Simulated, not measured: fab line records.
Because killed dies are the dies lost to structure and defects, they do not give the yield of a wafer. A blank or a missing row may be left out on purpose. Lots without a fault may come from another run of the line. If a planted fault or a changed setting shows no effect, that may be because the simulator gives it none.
fab line records	flow n5-finfet
record: lots: 24	wafers: 72	last-day: 19
route steps=1938 shown BEOL_M13@1706 BEOL_M14@1717 MIM_BOT_LITHO@1862 MIM_BOT_ETCH@1869 PAD_METAL@1894
lots untouched by any fault: they come from a run of this same line in which no faults occurred
start-h: the number of hours between the record's first day and the start of the first shown wafer of the lot	wait-h: hours from the lot's prior step to this one	" as in the row above	L1.1+2: a row that stands for several wafers	- no value present, or no start provided	* or withheld: withheld	< > ~ a bound
route shown NAME@n: names a module that has steps shown in the file, with the first one's number in the route	usual: mean/standard deviation of fault-free wafers	same: alike in all rows	chamber/n: place in a boat	sites: per-site readings	_std_site: standard deviation of those values	_edge_site: the outer-site mean with the inner-site mean subtracted	radius-mm: how far each site lies from the wafer's centre	mask NAME#n: copy n	behind: tool/chamber where the wafer was last shaped	hold: the reason the lot was held/the length of the hold in hours/how it ended	device: which transistor (n, p or np) failed to switch	end of line: the route-end tests of the same wafers	a step given without rows: its recipe and nothing more	killed: not the wafer's yield, but the dies lost to structure and defects at the first sort	map: per-die view of a wafer (x killed, . not killed, _ where there is no die)
set.NAME: setting as actually run; set.NAME@STEP: the setting as run at that earlier step	model.NAME: the simulator's own value behind a step, which no gauge read
the route's steps for a sample of lots (tables are steps, rows are wafers)
services: a tool's chamber out of use, with start hour (start-h, from the record's first day; less than 0 if before it), hours out, and reason
== steps ==
step: N5_BEOL_M13_SPUTTER_44
recipe: material: Ta	target-thk-a: 100	temp-c: 50	bias-v: 80	power-w: 15000	chamber-pressure-pa: 0.07	time-s: 16.13
usual: throttle-valve-pct: 29.9/1.2
lot.wafer	tool	chamber	start-h	wait-h	throttle-valve-pct
L074.1	pvd-sputter-03	-	258.43	0.0	30.9
L074.2	"	-	"	"	30.7
L074.3	"	-	"	"	30.2
L075.1	pvd-sputter-01	-	262.98	0.0	29.1
L075.4	"	-	"	"	27.8
L075.5	"	-	"	"	27.8
L076.1	pvd-sputter-02	-	271.53	0.0	28.9
L076.5	"	-	"	"	31.4
L076.6	"	-	"	"	29.1
L079.3	pvd-sputter-01	-	276.36	0.0	30.6
L079.4	"	-	"	"	29.0
L079.6	"	-	"	"	27.8
L077.2	pvd-sputter-01	-	293.68	0.0	30.9
L077.3	"	-	"	"	27.8
L077.6	"	-	"	"	30.7
L078.2	pvd-sputter-02	-	297.20	0.0	31.5
L078.5	"	-	"	"	31.5
L078.6	"	-	"	"	29.0
L080.1	pvd-sputter-01	-	308.55	0.0	30.4
L080.2	"	-	"	"	27.8
L080.6	"	-	"	"	30.7
L082.1	pvd-sputter-01	-	315.20	0.0	27.5
L082.2	"	-	"	"	30.8
L082.6	"	-	"	"	27.3
L081.1	pvd-sputter-03	-	320.94	0.0	30.7
L081.3	"	-	"	"	30.1
L081.6	"	-	"	"	30.4
L084.1	pvd-sputter-01	-	326.21	0.0	29.2
L084.2	"	-	"	"	30.8
L084.5	"	-	"	"	30.1
L086.1	pvd-sputter-02	-	330.47	0.0	31.6
L086.4	"	-	"	"	28.9
L086.5	"	-	"	"	31.6
L085.1	pvd-sputter-01	-	345.40	0.0	29.3
L085.2	"	-	"	"	27.8
L085.6	"	-	"	"	27.9
L083.1	pvd-sputter-02	-	345.99	0.0	31.7
L083.3	"	-	"	"	31.5
L083.5	"	-	"	"	29.1
L088.1	pvd-sputter-02	-	351.96	0.0	31.5
L088.2	"	-	"	"	29.0
L088.5	"	-	"	"	31.3
L089.1	pvd-sputter-03	-	359.93	0.0	30.9
L089.2	"	-	"	"	30.2
L089.5	"	-	"	"	30.3
L087.1	pvd-sputter-02	-	360.02	0.0	28.8
L087.5	"	-	"	"	31.8
L087.6	"	-	"	"	29.0
L090.1	pvd-sputter-03	-	360.29	0.0	30.8
L090.4	"	-	"	"	30.2
L090.5	"	-	"	"	29.7
L091.3	pvd-sputter-03	-	378.63	0.0	30.0
L091.4	"	-	"	"	30.1
L091.5	"	-	"	"	31.2
L093.3	pvd-sputter-01	-	389.32	0.0	29.1
L093.5	"	-	"	"	27.7
L093.6	"	-	"	"	29.3
L094.1	pvd-sputter-01	-	390.28	0.0	27.7
L094.2	"	-	"	"	30.1
L094.4	"	-	"	"	29.0
L092.1	pvd-sputter-01	-	391.06	0.0	27.7
L092.3	"	-	"	"	30.7
L092.5	"	-	"	"	27.5
L095.2	pvd-sputter-02	-	393.16	0.0	29.2
L095.5	"	-	"	"	28.7
L095.6	"	-	"	"	31.5
L096.1	pvd-sputter-03	-	409.95	0.0	30.1
L096.2	"	-	"	"	30.4
L096.3	"	-	"	"	30.8
L097.2	pvd-sputter-02	-	421.59	0.0	29.3
L097.4	"	-	"	"	31.3
L097.6	"	-	"	"	31.8
step: N5_BEOL_M13_DEP_53
recipe: material: SiCN	target-thk-a: 500	temp-c: withheld	precursor: 3MS/NH3	pressure-torr: 3	rf-w: 675	time-s: 17.8
usual: showerhead-plenum-p-Torr: 4.162/0.016	throttle-valve-pct: 18.5/1.5
lot.wafer	tool	chamber	start-h	wait-h	showerhead-plenum-p-Torr	throttle-valve-pct
L074.1	pecvd-02	2	259.49	0.0	4.180	16.6
L074.2	"	1	"	"	4.159	20.4
L074.3	"	2	"	"	4.189	16.5
L075.1	pecvd-02	2	264.01	0.0	4.198	16.4
L075.4	"	2	"	"	4.198	16.4
L075.5	"	1	"	"	4.156	20.4
L076.1	pecvd-01	0	272.55	0.0	4.156	17.1
L076.5	"	0	"	"	4.161	17.3
L076.6	"	2	"	"	4.148	19.2
L079.3	pecvd-01	0	277.38	0.0	4.153	17.4
L079.4	"	1	"	"	4.165	19.6
L079.6	"	2	"	"	4.161	19.4
L077.2	pecvd-03	2	295.12	0.0	4.165	17.0
L077.3	"	0	"	"	4.187	17.3
L077.6	"	1	"	"	4.171	20.9
L078.2	pecvd-01	1	298.36	0.0	4.159	19.5
L078.5	"	2	"	"	4.154	19.4
L078.6	"	1	"	"	4.173	19.5
L080.1	pecvd-01	2	309.57	0.0	4.161	19.6
L080.2	"	1	"	"	4.167	19.5
L080.6	"	1	"	"	4.153	19.7
L082.1	pecvd-01	1	317.08	0.0	4.161	19.5
L082.2	"	2	"	"	4.158	19.3
L082.6	"	2	"	"	4.160	19.5
L081.1	pecvd-03	0	324.29	0.0	4.165	16.9
L081.3	"	1	"	"	4.178	20.7
L081.6	"	1	"	"	4.175	20.6
L084.1	pecvd-02	2	327.91	0.0	4.187	16.3
L084.2	"	0	"	"	4.149	18.0
L084.5	"	2	"	"	4.184	16.4
L086.1	pecvd-01	2	333.32	0.0	4.154	19.3
L086.4	"	2	"	"	4.156	19.4
L086.5	"	1	"	"	4.158	19.6
L085.1	pecvd-01	0	346.55	0.0	4.155	17.2
L085.2	"	1	"	"	4.171	19.4
L085.6	"	0	"	"	4.166	17.2
L083.1	pecvd-03	1	347.09	0.0	4.177	20.9
L083.3	"	2	"	"	4.155	17.1
L083.5	"	1	"	"	4.175	21.1
L088.1	pecvd-03	1	354.42	0.0	4.180	20.8
L088.2	"	2	"	"	4.154	17.0
L088.5	"	0	"	"	4.168	17.2
L089.1	pecvd-02	0	362.30	0.0	4.129	18.3
L089.2	"	1	"	"	4.152	20.2
L089.5	"	0	"	"	4.126	18.1
L087.1	pecvd-01	2	362.58	0.0	4.165	19.6
L087.5	"	0	"	"	4.148	17.2
L087.6	"	1	"	"	4.163	19.7
L090.1	pecvd-02	2	362.93	0.0	4.178	16.7
L090.4	"	1	"	"	4.155	20.2
L090.5	"	2	"	"	4.192	16.6
L091.3	pecvd-02	1	380.14	0.0	4.160	20.0
L091.4	"	1	"	"	4.155	20.4
L091.5	"	2	"	"	4.188	16.7
L093.3	pecvd-01	0	390.63	0.0	4.143	17.2
L093.5	"	0	"	"	4.162	17.1
L093.6	"	2	"	"	4.159	19.3
L094.1	pecvd-02	0	391.53	0.0	4.140	18.4
L094.2	"	1	"	"	4.152	20.4
L094.4	"	0	"	"	4.141	18.3
L092.1	pecvd-02	1	392.34	0.0	4.152	20.2
L092.3	"	0	"	"	4.133	18.5
L092.5	"	0	"	"	4.143	18.5
L095.2	pecvd-02	2	395.30	0.0	4.182	16.7
L095.5	"	0	"	"	4.136	18.1
L095.6	"	1	"	"	4.150	20.3
L096.1	pecvd-01	2	412.14	0.0	4.157	19.7
L096.2	"	0	"	"	4.158	17.2
L096.3	"	2	"	"	4.153	20.1
L097.2	pecvd-02	0	422.61	0.0	4.136	18.5
L097.4	"	2	"	"	4.187	16.6
L097.6	"	1	"	"	4.159	20.3
step: N5_BEOL_M14_THK_MEAS_01
recipe: reads: SiO2_of_BEOL_M14_ILD_DEP_00
usual: M14_ILD_THK: 1122/15
lot.wafer	tool	chamber	start-h	wait-h	M14_ILD_THK[nm]
L074.1	film-metro-02	-	259.83	0.1	1104
L074.2	"	-	"	"	1099
L074.3	"	-	"	"	1095
L075.1	film-metro-02	-	264.34	0.1	1114
L075.4	"	-	"	"	1119
L075.5	"	-	"	"	1136
L076.1	film-metro-01	-	272.87	0.1	1126
L076.5	"	-	"	"	1141
L076.6	"	-	"	"	1150
L079.3	film-metro-02	-	277.70	0.1	1100
L079.4	"	-	"	"	1095
L079.6	"	-	"	"	1123
L077.2	film-metro-01	-	295.44	0.1	1133
L077.3	"	-	"	"	1142
L077.6	"	-	"	"	1139
L078.2	film-metro-01	-	298.68	0.1	1128
L078.5	"	-	"	"	1129
L078.6	"	-	"	"	1133
L080.1	film-metro-02	-	309.88	0.1	1120
L080.2	"	-	"	"	1112
L080.6	"	-	"	"	1142
L082.1	film-metro-02	-	317.41	0.1	1112
L082.2	"	-	"	"	1112
L082.6	"	-	"	"	1122
L081.1	film-metro-01	-	324.61	0.1	1140
L081.3	"	-	"	"	1116
L081.6	"	-	"	"	1126
L084.1	film-metro-01	-	328.24	0.1	1104
L084.2	"	-	"	"	1112
L084.5	"	-	"	"	1126
L086.1	film-metro-01	-	333.72	0.2	1118
L086.4	"	-	"	"	1132
L086.5	"	-	"	"	1130
L085.1	film-metro-01	-	346.86	0.1	1098
L085.2	"	-	"	"	1119
L085.6	"	-	"	"	1126
L083.1	film-metro-01	-	347.40	0.1	1125
L083.3	"	-	"	"	1112
L083.5	"	-	"	"	1139
L088.1	film-metro-02	-	354.74	0.1	1114
L088.2	"	-	"	"	1133
L088.5	"	-	"	"	1144
L089.1	film-metro-01	-	362.62	0.1	1084
L089.2	"	-	"	"	1106
L089.5	"	-	"	"	1124
L087.1	film-metro-02	-	362.90	0.1	1118
L087.5	"	-	"	"	1133
L087.6	"	-	"	"	1140
L090.1	film-metro-02	-	363.25	0.1	1108
L090.4	"	-	"	"	1112
L090.5	"	-	"	"	1141
L091.3	film-metro-01	-	380.47	0.1	1104
L091.4	"	-	"	"	1128
L091.5	"	-	"	"	1121
L093.3	film-metro-01	-	390.97	0.1	1115
L093.5	"	-	"	"	1127
L093.6	"	-	"	"	1149
L094.1	film-metro-01	-	391.85	0.1	1112
L094.2	"	-	"	"	1127
L094.4	"	-	"	"	1123
L092.1	film-metro-01	-	392.66	0.1	1112
L092.3	"	-	"	"	1112
L092.5	"	-	"	"	1132
L095.2	film-metro-01	-	395.63	0.1	1101
L095.5	"	-	"	"	1124
L095.6	"	-	"	"	1113
L096.1	film-metro-02	-	412.47	0.1	1104
L096.2	"	-	"	"	1107
L096.3	"	-	"	"	1103
L097.2	film-metro-01	-	422.93	0.1	1122
L097.4	"	-	"	"	1145
L097.6	"	-	"	"	1143
step: N5_MIM_BOT_LITHO_CD_MEAS_08
recipe: target-cd-nm: 3000	landing-energy-ev: 500	detector: se-inlens	polarity: opening
usual: cd-nm: 3000.0/1.4
lot.wafer	tool	chamber	start-h	wait-h	cd-nm
L074.1	cd-sem-02	0	276.80	-	2997.6
L074.2	"	0	"	"	2998.9
L074.3	"	0	"	"	2997.9
L075.1	cd-sem-02	0	279.59	-	3000.6
L075.4	"	0	"	"	2997.9
L075.5	"	0	"	"	3000.5
L076.1	cd-sem-01	0	293.92	-	2999.8
L076.5	"	0	"	"	3000.2
L076.6	"	0	"	"	2999.8
L079.3	cd-sem-01	0	298.90	-	3000.1
L079.4	"	0	"	"	3001.3
L079.6	"	0	"	"	2999.5
L077.2	cd-sem-03	0	315.90	-	2999.1
L077.3	"	0	"	"	3000.4
L077.6	"	0	"	"	2999.4
L078.2	cd-sem-03	0	316.31	-	2999.1
L078.5	"	0	"	"	2998.0
L078.6	"	0	"	"	2999.1
L080.1	cd-sem-01	0	325.12	-	2999.7
L080.2	"	0	"	"	3000.2
L080.6	"	0	"	"	2998.6
L082.1	cd-sem-03	0	336.92	-	3002.8
L082.2	"	0	"	"	3002.9
L082.6	"	0	"	"	3003.4
L081.1	cd-sem-03	0	341.84	-	3002.1
L081.3	"	0	"	"	3002.2
L081.6	"	0	"	"	2999.8
L084.1	cd-sem-01	0	352.67	-	3000.1
L084.2	"	0	"	"	2999.5
L084.5	"	0	"	"	3000.9
L086.1	cd-sem-01	0	352.91	-	2999.1
L086.4	"	0	"	"	2998.6
L086.5	"	0	"	"	2998.2
L085.1	cd-sem-01	0	364.71	-	2999.4
L085.2	"	0	"	"	2998.4
L085.6	"	0	"	"	2998.4
L083.1	cd-sem-03	0	364.75	-	3000.6
L083.3	"	0	"	"	2999.9
L083.5	"	0	"	"	3000.3
L088.1	cd-sem-03	0	374.19	-	3000.3
L088.2	"	0	"	"	2999.5
L088.5	"	0	"	"	2999.9
L089.1	cd-sem-01	0	380.60	-	2999.5
L089.2	"	0	"	"	3001.1
L089.5	"	0	"	"	3000.8
L087.1	cd-sem-01	0	381.20	-	2999.0
L087.5	"	0	"	"	2999.8
L087.6	"	0	"	"	2999.7
L090.1	cd-sem-03	0	385.33	-	3002.1
L090.4	"	0	"	"	3002.1
L090.5	"	0	"	"	3000.3
L091.3	cd-sem-02	0	398.93	-	3002.8
L091.4	"	0	"	"	3001.1
L091.5	"	0	"	"	3001.5
L093.3	cd-sem-02	0	405.63	-	3001.5
L093.5	"	0	"	"	3000.1
L093.6	"	0	"	"	3001.7
L094.1	cd-sem-02	0	409.09	-	2999.7
L094.2	"	0	"	"	3000.7
L094.4	"	0	"	"	3000.9
L092.1	cd-sem-01	0	410.79	-	3000.5
L092.3	"	0	"	"	2998.5
L092.5	"	0	"	"	2998.0
L095.2	cd-sem-02	0	410.93	-	3000.2
L095.5	"	0	"	"	2999.7
L095.6	"	0	"	"	3000.1
L096.1	cd-sem-03	0	430.68	-	2999.2
L096.2	"	0	"	"	2998.8
L096.3	"	0	"	"	2999.2
L097.2	cd-sem-03	0	437.91	-	2998.8
L097.4	"	0	"	"	2997.2
L097.6	"	0	"	"	2998.6
step: N5_MIM_BOT_ETCH_STRIP_01
recipe: chemistry: O2	power-w: 600	temp-c: 60	pressure-mtorr: 30	rf-frequency-hz: 6e+07	bias-power-w: 0	overash-fraction: 0.5	o2-flow-sccm: 225
usual: drypump-motor-current-A: 5.9/0.38	oes-product-au: 0.80/0.079	rf-vpp-V: 3.6/1.4	showerhead-plenum-p-Torr: 2.12/0.098	throttle-valve-pct: 16.59/0.17
lot.wafer	tool	chamber	start-h	wait-h	drypump-motor-current-A	oes-product-au	rf-hours-counter-h	rf-vpp-V	showerhead-plenum-p-Torr	throttle-valve-pct
L074.1	rie-diel-02	3	277.28	0.1	5.9	0.70	223	2.4	2.16	16.55
L074.2	"	2	"	"	6.4	0.92	22	2.8	2.05	16.43
L074.3	"	1	"	"	5.4	0.79	120	6.3	2.19	16.63
L075.1	rie-diel-04	2	280.18	0.2	6.1	0.81	95	3.4	2.02	16.80
L075.4	"	0	"	"	6.4	0.86	-	4.1	2.22	16.46
L075.5	"	3	"	"	6.0	0.72	-	3.9	2.07	16.69
L076.1	rie-diel-05	0	294.39	0.1	5.6	0.72	197	2.2	2.17	16.57
L076.5	"	3	"	"	6.4	0.90	-	5.4	2.15	16.52
L076.6	"	2	"	"	5.8	0.84	-	4.5	2.22	16.59
L079.3	rie-diel-02	0	299.37	0.1	5.3	0.80	81	2.5	2.21	16.44
L079.4	"	3	"	"	5.9	0.70	229	2.3	2.16	16.60
L079.6	"	2	"	"	6.4	0.91	-	4.7	2.05	16.41
L077.2	rie-diel-05	0	316.37	0.1	5.5	0.73	206	7.4	2.16	16.60
L077.3	"	2	"	"	5.8	0.84	58	4.5	2.22	16.58
L077.6	"	2	"	"	5.8	0.84	-	2.1	2.22	16.59
L078.2	rie-diel-04	0	316.79	0.1	6.4	0.80	94	1.8	2.22	16.50
L078.5	"	3	"	"	6.0	0.70	-	3.5	2.06	16.70
L078.6	"	0	"	"	6.4	0.83	-	4.0	2.22	16.53
L080.1	rie-diel-04	2	326.33	0.1	6.1	0.79	110	3.9	2.01	16.85
L080.2	"	1	"	"	6.1	0.96	13	7.4	2.23	16.25
L080.6	"	1	"	"	6.1	0.98	-	4.4	2.23	16.24
L082.1	rie-diel-04	3	337.39	0.1	6.1	0.98	0	2.0	2.07	16.29
L082.2	"	2	"	"	6.1	0.79	116	4.0	2.01	16.79
L082.6	"	0	"	"	6.4	0.80	-	2.5	2.21	16.52
L081.1	rie-diel-05	0	342.31	0.1	5.5	0.72	215	3.8	2.16	16.60
L081.3	"	2	"	"	5.8	0.83	68	4.9	2.22	16.57
L081.6	"	2	"	"	5.8	0.83	-	2.6	2.22	16.62
L084.1	rie-diel-02	1	353.36	0.2	5.4	0.75	146	0.8	2.18	16.64
L084.2	"	0	"	"	5.3	0.78	99	3.5	2.20	16.44
L084.5	"	0	"	"	5.3	0.78	-	3.0	2.20	16.50
L086.1	rie-diel-05	0	353.38	0.1	5.5	0.70	221	1.4	2.16	16.60
L086.4	"	3	"	"	6.3	0.88	32	2.7	2.14	16.49
L086.5	"	1	"	"	5.4	0.71	-	2.1	1.90	16.84
L085.1	rie-diel-02	3	365.32	0.2	5.9	0.69	248	4.8	2.15	16.62
L085.2	"	2	"	"	6.3	0.85	53	2.3	2.04	16.52
L085.6	"	3	"	"	5.9	0.69	-	2.6	2.15	16.57
L083.1	rie-diel-02	2	365.36	0.1	6.4	0.86	53	4.8	2.04	16.47
L083.3	"	3	"	"	5.9	0.69	248	7.9	2.15	16.63
L083.5	"	0	"	"	5.3	0.76	-	2.4	2.20	16.48
L088.1	rie-diel-05	1	374.87	0.2	5.4	0.71	206	1.6	1.90	16.85
L088.2	"	0	"	"	5.5	0.72	229	3.0	2.15	16.65
L088.5	"	1	"	"	5.4	0.70	-	1.7	1.90	16.90
L089.1	rie-diel-02	1	381.07	0.1	5.5	0.74	150	1.7	2.18	16.68
L089.2	"	2	"	"	6.4	0.87	58	3.5	2.04	16.51
L089.5	"	1	"	"	5.5	0.76	-	2.9	2.18	16.71
L087.1	rie-diel-05	2	381.72	0.1	5.8	0.80	84	5.1	2.21	16.65
L087.5	"	2	"	"	5.8	0.81	-	4.4	2.21	16.58
L087.6	"	3	"	"	6.3	0.86	-	2.1	2.14	16.51
L090.1	rie-diel-04	3	385.80	0.1	6.1	0.91	15	2.8	2.06	16.30
L090.4	"	2	"	"	6.1	0.78	131	4.6	2.01	16.88
L090.5	"	2	"	"	6.1	0.78	-	5.6	2.01	16.86
L091.3	rie-diel-05	1	399.54	0.1	5.4	0.68	215	4.4	1.90	16.85
L091.4	"	0	"	"	5.5	0.70	239	3.6	2.15	16.68
L091.5	"	2	"	"	5.8	0.79	-	3.5	2.21	16.65
L093.3	rie-diel-04	3	406.31	0.1	6.0	0.90	23	3.2	2.06	16.32
L093.5	"	3	"	"	6.0	0.90	-	2.1	2.05	16.35
L093.6	"	2	"	"	6.1	0.78	-	8.1	2.00	16.89
L094.1	rie-diel-04	3	409.57	0.1	6.0	0.88	25	3.6	2.06	16.31
L094.2	"	1	"	"	6.1	0.91	44	5.4	2.22	16.25
L094.4	"	1	"	"	6.1	0.90	-	4.2	2.21	16.23
L092.1	rie-diel-05	1	411.47	0.2	5.4	0.70	218	3.4	1.90	16.90
L092.3	"	0	"	"	5.5	0.70	242	2.4	2.15	16.69
L092.5	"	0	"	"	5.5	0.69	-	5.1	2.15	16.62
L095.2	rie-diel-05	1	411.51	0.2	5.4	0.70	218	4.1	1.89	16.89
L095.5	"	0	"	"	5.5	0.70	-	3.6	2.15	16.61
L095.6	"	3	"	"	6.3	0.83	-	1.1	2.13	16.60
L096.1	rie-diel-02	1	431.39	0.3	5.5	0.73	173	3.3	2.17	16.74
L096.2	"	0	"	"	5.3	0.75	133	2.9	2.19	16.55
L096.3	"	2	"	"	6.4	0.86	82	2.2	2.03	16.57
L097.2	rie-diel-02	1	438.51	0.2	5.4	0.73	176	2.3	2.17	16.69
L097.4	"	1	"	"	5.4	0.73	-	3.0	2.17	16.70
L097.6	"	0	"	"	5.3	0.74	-	3.9	2.19	16.50
step: N5_PASSIVATION_PRE_CLEAN_19
recipe: gas: H2/He	time-s: *	temp-c: *
usual: heater-power-w: 461/44
lot.wafer	tool	chamber	start-h	wait-h	heater-power-w
L074.1	pvd-sputter-02	-	285.86	0.0	412
L074.2	"	-	"	"	457
L074.3	"	-	"	"	503
L075.1	pvd-sputter-02	-	286.38	0.0	419
L075.4	"	-	"	"	513
L075.5	"	-	"	"	544
L076.1	pvd-sputter-01	-	296.83	0.0	503
L076.5	"	-	"	"	447
L076.6	"	-	"	"	505
L079.3	pvd-sputter-01	-	301.45	0.0	513
L079.4	"	-	"	"	406
L079.6	"	-	"	"	508
L077.2	pvd-sputter-03	-	318.38	0.0	406
L077.3	"	-	"	"	489
L077.6	"	-	"	"	415
L078.2	pvd-sputter-01	-	322.20	0.0	404
L078.5	"	-	"	"	408
L078.6	"	-	"	"	439
L080.1	pvd-sputter-03	-	329.56	0.0	490
L080.2	"	-	"	"	413
L080.6	"	-	"	"	498
L082.1	pvd-sputter-03	-	339.75	0.0	425
L082.2	"	-	"	"	418
L082.6	"	-	"	"	431
L081.1	pvd-sputter-03	-	350.15	0.0	451
L081.3	"	-	"	"	429
L081.6	"	-	"	"	416
L084.1	pvd-sputter-02	-	355.32	0.0	453
L084.2	"	-	"	"	497
L084.5	"	-	"	"	498
L086.1	pvd-sputter-01	-	355.33	0.0	404
L086.4	"	-	"	"	442
L086.5	"	-	"	"	396
L085.1	pvd-sputter-03	-	368.65	0.0	421
L085.2	"	-	"	"	406
L085.6	"	-	"	"	421
L083.1	pvd-sputter-01	-	368.76	0.0	441
L083.3	"	-	"	"	512
L083.5	"	-	"	"	503
L088.1	pvd-sputter-01	-	378.09	0.0	499
L088.2	"	-	"	"	444
L088.5	"	-	"	"	444
L089.1	pvd-sputter-01	-	384.09	0.0	397
L089.2	"	-	"	"	438
L089.5	"	-	"	"	432
L087.1	pvd-sputter-03	-	384.89	0.0	415
L087.5	"	-	"	"	425
L087.6	"	-	"	"	419
L090.1	pvd-sputter-02	-	389.72	0.0	447
L090.4	"	-	"	"	497
L090.5	"	-	"	"	505
L091.3	pvd-sputter-02	-	403.80	0.0	411
L091.4	"	-	"	"	511
L091.5	"	-	"	"	512
L093.3	pvd-sputter-03	-	408.91	0.0	431
L093.5	"	-	"	"	456
L093.6	"	-	"	"	485
L094.1	pvd-sputter-02	-	414.71	0.0	413
L094.2	"	-	"	"	514
L094.4	"	-	"	"	549
L092.1	pvd-sputter-02	-	416.37	0.0	452
L092.3	"	-	"	"	542
L092.5	"	-	"	"	448
L095.2	pvd-sputter-02	-	420.51	0.0	410
L095.5	"	-	"	"	451
L095.6	"	-	"	"	489
L096.1	pvd-sputter-01	-	435.08	0.0	404
L096.2	"	-	"	"	449
L096.3	"	-	"	"	508
L097.2	pvd-sputter-02	-	442.44	0.0	545
L097.4	"	-	"	"	499
L097.6	"	-	"	"	454
== services ==
tool	chamber	start-h	hours	kind
pecvd-02	0	259.09	5.5	scheduled-down
rie-diel-05	0	267.67	7.6	repair
pecvd-01	-	273.03	1.2	repair
rie-diel-04	1	277.22	-	clean
pecvd-03	0	279.12	5.2	repair
pecvd-01	-	288.17	2.8	pm
pecvd-03	-	297.02	5.5	pm
pecvd-02	0	298.21	2.1	scheduled-down
rie-diel-02	3	321.37	8.5	repair
pecvd-02	1	325.62	5.5	scheduled-down
pecvd-02	1	333.33	8.4	repair
rie-diel-05	3	337.33	15.2	repair
rie-diel-02	1	356.92	13.5	repair
pecvd-01	2	364.94	5.5	scheduled-down
pecvd-01	1	383.62	-	clean
pecvd-01	1	383.62	-	consumable-replace:showerhead
pecvd-01	1	383.62	29.0	scheduled-down
pecvd-01	1	383.62	29.0	vent-cycle
rie-diel-04	0	404.31	19.7	repair
pvd-sputter-01	-	415.17	1.8	repair
rie-diel-05	0	431.98	-	clean
rie-diel-05	0	431.98	-	consumable-replace:esc
rie-diel-05	0	431.98	-	consumable-replace:focus-ring
pvd-sputter-02	-	437.07	3.6	repair
== key ==
fault none
